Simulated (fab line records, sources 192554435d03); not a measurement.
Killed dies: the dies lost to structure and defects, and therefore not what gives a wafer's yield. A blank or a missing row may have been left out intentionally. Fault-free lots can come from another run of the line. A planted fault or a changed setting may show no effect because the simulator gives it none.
Matching of chambers -- flow n5Finfet -- N5_BEOL_M6_ALD_77 on aldMetal-01: 4 sister chambers
The step deposits TaN, target thk 2 nm, pulse time 2 s, purge time 3 s. 4 wafers are shown with their chamber, then 7 later ones without.

## WAFERS WITH THEIR CHAMBER
wafer,chamber,heaterPowerW (W)
L082.4,3,368
L084.6,2,331
L085.1,0,519
L085.3,1,430

## WAFERS WITH NO CHAMBER GIVEN
wafer,heaterPowerW (W)
L085.5,422
L088.1,332
L088.4,517
L088.5,328
L097.2,528
L097.3,432
L097.6,330

## THE CHAMBER EACH PASSED THROUGH
wafer,from the rows above,in truth
L085.5,1,1
L088.1,2,2
L088.4,0,0
L088.5,2,2
L097.2,0,0
L097.3,1,1
L097.6,2,2
Correct placement for 7 of the 7. Number that these rows cannot place: 0. Placed wrongly: 0.
How it was worked out, from the rows above alone: a wafer's distance from a chamber is the root of the sum, over the readings, of the square of ((its reading less the chamber's mean) divided by the reading's scatter). The wafer belongs to the nearest chamber; if the next one is less than 2 further off, it can't be placed. Each chamber's mean is taken over the wafers shown for it. The scatter: with one shown wafer a chamber, the root of the mean of the squares of how far each hidden wafer lies from its nearest shown one.
